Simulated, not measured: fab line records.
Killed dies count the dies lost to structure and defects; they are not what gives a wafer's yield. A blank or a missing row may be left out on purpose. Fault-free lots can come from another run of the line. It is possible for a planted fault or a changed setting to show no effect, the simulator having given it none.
The tool behind it: which one? | flow nand-harc | 36 wafers from 12 lots sampled at 2 of the route's 1302 steps

## WHAT EACH GAUGE READ, for each wafer
NHARC_A_CHANNEL_FILL_D1_THK_MEAS_06: measures by ellipsometry. Usual: 5.1 nm for thk-nm, sd 0.99.
lot  | measured     | on            | thk-nm (nm) | flag
L112 | day 11 09:10 | film-metro-01 | 5.1 3.3 4.1 |
L113 | day 11 22:10 | film-metro-02 | 6.3 5.5 5.8 |
L114 | day 12 14:38 | film-metro-02 | 2.9 3.3 5.1 |
L115 | day 12 22:40 | film-metro-01 | 5.7 3.7 5.3 |
L116 | day 13 17:55 | film-metro-02 | 4.9 5.2 5.4 |
L117 | day 13 17:55 | film-metro-01 | 5.0 3.7 6.6 |
L124 | day 16 09:14 | film-metro-01 | 5.5 4.2 6.7 |
L126 | day 17 06:18 | film-metro-02 | 5.7 6.3 6.4 |
L127 | day 17 21:35 | film-metro-02 | 4.1 4.9 5.9 |
L129 | day 18 16:26 | film-metro-01 | 6.3 5.0 4.5 |
L131 | day 19 11:41 | film-metro-01 | 4.4 5.7 5.2 |
L132 | day 20 02:47 | film-metro-02 | 5.1 5.1 5.4 |

## EACH LOT AND THE TOOL THAT RAN IT (in order: tool; ch and the chambers of the sampled wafers; start)
lot  | NHARC_A_CHANNEL_HOLE_D1_STRIP_27
L112 | rie-diel-06 ch 0,1,2, day 11 09:10 or earlier
L113 | rie-diel-05 ch 0,1,3, day 11 22:10 or earlier
L114 | rie-diel-05 ch 1,3, day 12 14:38 or earlier
L115 | rie-diel-02 ch 1,2,3, day 12 22:40 or earlier
L116 | rie-diel-02 ch 1,2, day 13 17:55 or earlier
L117 | rie-diel-02 ch 1,2,3, day 13 17:55 or earlier
L124 | rie-diel-02 ch 1,3, day 16 09:14 or earlier
L126 | rie-diel-06 ch 0,1, day 17 06:18 or earlier
L127 | rie-diel-05 ch 0,3, day 17 21:35 or earlier
L129 | rie-diel-02 ch 1,2,3, day 18 16:26 or earlier
L131 | rie-diel-05 ch 0,1,3, day 19 11:41 or earlier
L132 | rie-diel-05 ch 2,3, day 20 02:47 or earlier
- NHARC_A_CHANNEL_HOLE_D1_STRIP_27: strips in O2.

## WHAT THE TOOLS THEMSELVES READ (means of the sampled wafers that have a number; where no wafer has one, the mark that the record gives instead)
NHARC_A_CHANNEL_HOLE_D1_STRIP_27. Usual: drypump-motor-current-A 5.5 A, standard deviation 0.48; oes-product-au 0.996 a.u., standard deviation 0.0098; rf-vpp-V 57.8 V, standard deviation 0.86; showerhead-plenum-p-Torr 3.52 Torr, standard deviation 0.12; throttle-valve-pct 17.036 %, standard deviation 0.0096.
lot  | tool        | drypump-motor-current-A (A) | oes-product-au (a.u.) | rf-vpp-V (V) | showerhead-plenum-p-Torr (Torr) | throttle-valve-pct (%) | flag
L112 | rie-diel-06 | 5.4                         | 1.006                 | 57.8         | 3.62                            | 17.032                 |
L113 | rie-diel-05 | 5.0                         | 0.998                 | 57.9         | 3.40                            | 17.038                 |
L114 | rie-diel-05 | 4.9                         | 0.997                 | 57.0         | 3.34                            | 17.043                 |
L115 | rie-diel-02 | 5.4                         | 1.006                 | 57.4         | 3.58                            | 17.043                 |
L116 | rie-diel-02 | 5.6                         | 1.006                 | 57.7         | 3.63                            | 17.050                 |
L117 | rie-diel-02 | 5.4                         | 0.998                 | 58.1         | 3.58                            | 17.043                 |
L124 | rie-diel-02 | 5.3                         | 0.994                 | 57.1         | 3.60                            | 17.042                 |
L126 | rie-diel-06 | 5.5                         | 0.985                 | 57.9         | 3.64                            | 17.032                 |
L127 | rie-diel-05 | 5.0                         | 1.004                 | 57.9         | 3.35                            | 17.039                 |
L129 | rie-diel-02 | 5.4                         | 0.995                 | 58.6         | 3.57                            | 17.041                 |
L131 | rie-diel-05 | 5.0                         | 0.996                 | 57.4         | 3.38                            | 17.040                 |
L132 | rie-diel-05 | 5.4                         | 0.994                 | 57.2         | 3.68                            | 17.024                 |

## THE ANSWER, worked out from the rows above alone
Rule: take the mean of a lot's wafers that have a number; if it is more than 3 standard deviations from the usual mean, the lot is off. A lot without any number at a reading at which 4 lots or more have one is off too. Any other lot the step has rows for is counted as sound. Order of review: gauges by route order, followed by the tools' own readings, for which a lot's mean as printed above is used. At the first step where some lot is off, the reading lying furthest off is the one used; lots without a number count as furthest.
No lot is off on any of the readings shown, so nothing can be concluded from this.

## WHAT WAS PUT IN BY THE SIMULATOR
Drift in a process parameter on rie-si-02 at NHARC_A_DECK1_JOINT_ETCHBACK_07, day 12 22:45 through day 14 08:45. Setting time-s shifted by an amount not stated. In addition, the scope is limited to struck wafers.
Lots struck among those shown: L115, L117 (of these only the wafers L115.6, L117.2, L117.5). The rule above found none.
